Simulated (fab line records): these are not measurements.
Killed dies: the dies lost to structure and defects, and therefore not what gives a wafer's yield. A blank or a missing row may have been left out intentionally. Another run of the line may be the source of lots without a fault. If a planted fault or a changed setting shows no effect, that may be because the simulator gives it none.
Chamber matching || flow n5 finfet || N5_BEOL_M3_STRIP_19 on rie diel-02 has 4 sister chambers
The step strips in O2. 20 wafers are shown with their chamber, then 10 later ones without.

== WAFERS, EACH WITH ITS CHAMBER ==
{"wafer": "L078.1", "chamber": 1, "showerhead plenum p Torr (Torr)": 2.21, "throttle valve pct (%)": 16.38, "oes product au (a.u.)": 0.85}
{"wafer": "L078.2", "chamber": 3, "showerhead plenum p Torr (Torr)": 1.96, "throttle valve pct (%)": 16.72, "oes product au (a.u.)": 0.74}
{"wafer": "L078.3", "chamber": 2, "showerhead plenum p Torr (Torr)": 2.10, "throttle valve pct (%)": 16.76, "oes product au (a.u.)": 0.73}
{"wafer": "L078.4", "chamber": 0, "showerhead plenum p Torr (Torr)": 2.03, "throttle valve pct (%)": 16.51, "oes product au (a.u.)": 0.81}
{"wafer": "L078.5", "chamber": 1, "showerhead plenum p Torr (Torr)": 2.21, "throttle valve pct (%)": 16.38, "oes product au (a.u.)": 0.86}
{"wafer": "L078.6", "chamber": 2, "showerhead plenum p Torr (Torr)": 2.10, "throttle valve pct (%)": 16.77, "oes product au (a.u.)": 0.74}
{"wafer": "L080.1", "chamber": 1, "showerhead plenum p Torr (Torr)": 2.21, "throttle valve pct (%)": 16.41, "oes product au (a.u.)": 0.84}
{"wafer": "L080.3", "chamber": 0, "showerhead plenum p Torr (Torr)": 2.03, "throttle valve pct (%)": 16.56, "oes product au (a.u.)": 0.80}
{"wafer": "L080.6", "chamber": 0, "showerhead plenum p Torr (Torr)": 2.03, "throttle valve pct (%)": 16.52, "oes product au (a.u.)": 0.80}
{"wafer": "L085.1", "chamber": 1, "showerhead plenum p Torr (Torr)": 2.20, "throttle valve pct (%)": 16.40, "oes product au (a.u.)": 0.83}
{"wafer": "L085.2", "chamber": 2, "showerhead plenum p Torr (Torr)": 2.09, "throttle valve pct (%)": 16.80, "oes product au (a.u.)": 0.72}
{"wafer": "L085.4", "chamber": 3, "showerhead plenum p Torr (Torr)": 1.96, "throttle valve pct (%)": 16.72, "oes product au (a.u.)": 0.73}
{"wafer": "L088.1", "chamber": 3, "showerhead plenum p Torr (Torr)": 1.96, "throttle valve pct (%)": 16.72, "oes product au (a.u.)": 0.73}
{"wafer": "L088.2", "chamber": 1, "showerhead plenum p Torr (Torr)": 2.20, "throttle valve pct (%)": 16.42, "oes product au (a.u.)": 0.85}
{"wafer": "L088.6", "chamber": 2, "showerhead plenum p Torr (Torr)": 2.09, "throttle valve pct (%)": 16.80, "oes product au (a.u.)": 0.73}
{"wafer": "L089.1", "chamber": 2, "showerhead plenum p Torr (Torr)": 2.09, "throttle valve pct (%)": 16.80, "oes product au (a.u.)": 0.72}
{"wafer": "L089.2", "chamber": 1, "showerhead plenum p Torr (Torr)": 2.20, "throttle valve pct (%)": 16.42, "oes product au (a.u.)": 0.84}
{"wafer": "L089.3", "chamber": 3, "showerhead plenum p Torr (Torr)": 1.96, "throttle valve pct (%)": 16.76, "oes product au (a.u.)": 0.72}
{"wafer": "L089.4", "chamber": 2, "showerhead plenum p Torr (Torr)": 2.09, "throttle valve pct (%)": 16.81, "oes product au (a.u.)": 0.72}
{"wafer": "L089.5", "chamber": 1, "showerhead plenum p Torr (Torr)": 2.20, "throttle valve pct (%)": 16.42, "oes product au (a.u.)": 0.83}

SIGNATURES (means of the wafers above)
{"reading": "showerhead plenum p Torr", "chamber 0": 2.0300, "chamber 1": 2.2043, "chamber 2": 2.0933, "chamber 3": 1.9600, "scatter within a chamber": 0.00436}
{"reading": "throttle valve pct", "chamber 0": 16.5300, "chamber 1": 16.4043, "chamber 2": 16.7900, "chamber 3": 16.7300, "scatter within a chamber": 0.0203}
{"reading": "oes product au", "chamber 0": 0.8033, "chamber 1": 0.8429, "chamber 2": 0.7267, "chamber 3": 0.7300, "scatter within a chamber": 0.00916}
Rule: a wafer's distance from a chamber is the root of the sum, over the readings, of the square of ((its reading less the chamber's mean) divided by the reading's scatter). If the next closest chamber is less than 2 further off than the closest, the wafer can't be placed; otherwise it belongs to the closest. The scatter: the root of (the sum of the squares of (reading less its chamber's mean) over the shown wafers, divided by (wafers less chambers)).

== WAFERS MISSING THEIR CHAMBER ==
{"wafer": "L089.6", "showerhead plenum p Torr (Torr)": 1.96, "throttle valve pct (%)": 16.73, "oes product au (a.u.)": 0.72}
{"wafer": "L092.1", "showerhead plenum p Torr (Torr)": 1.96, "throttle valve pct (%)": 16.74, "oes product au (a.u.)": 0.71}
{"wafer": "L092.2", "showerhead plenum p Torr (Torr)": 2.20, "throttle valve pct (%)": 16.45, "oes product au (a.u.)": 0.83}
{"wafer": "L092.3", "showerhead plenum p Torr (Torr)": 2.02, "throttle valve pct (%)": 16.59, "oes product au (a.u.)": 0.79}
{"wafer": "L092.4", "showerhead plenum p Torr (Torr)": 2.09, "throttle valve pct (%)": 16.79, "oes product au (a.u.)": 0.71}
{"wafer": "L092.5", "showerhead plenum p Torr (Torr)": 1.96, "throttle valve pct (%)": 16.75, "oes product au (a.u.)": 0.72}
{"wafer": "L092.6", "showerhead plenum p Torr (Torr)": 2.02, "throttle valve pct (%)": 16.56, "oes product au (a.u.)": 0.79}
{"wafer": "L094.4", "showerhead plenum p Torr (Torr)": 1.95, "throttle valve pct (%)": 16.77, "oes product au (a.u.)": 0.72}
{"wafer": "L094.5", "showerhead plenum p Torr (Torr)": 2.20, "throttle valve pct (%)": 16.44, "oes product au (a.u.)": 0.82}
{"wafer": "L094.6", "showerhead plenum p Torr (Torr)": 2.02, "throttle valve pct (%)": 16.57, "oes product au (a.u.)": 0.79}

== EACH ONE'S CHAMBER ==
{"wafer": "L089.6", "from the rows above": 3, "in truth": 3}
{"wafer": "L092.1", "from the rows above": 3, "in truth": 3}
{"wafer": "L092.2", "from the rows above": 1, "in truth": 1}
{"wafer": "L092.3", "from the rows above": 0, "in truth": 0}
{"wafer": "L092.4", "from the rows above": 2, "in truth": 2}
{"wafer": "L092.5", "from the rows above": 3, "in truth": 3}
{"wafer": "L092.6", "from the rows above": 0, "in truth": 0}
{"wafer": "L094.4", "from the rows above": 3, "in truth": 3}
{"wafer": "L094.5", "from the rows above": 1, "in truth": 1}
{"wafer": "L094.6", "from the rows above": 0, "in truth": 0}
10 of 10 placed correctly. Not placeable from these rows: 0. 0 placed wrongly.
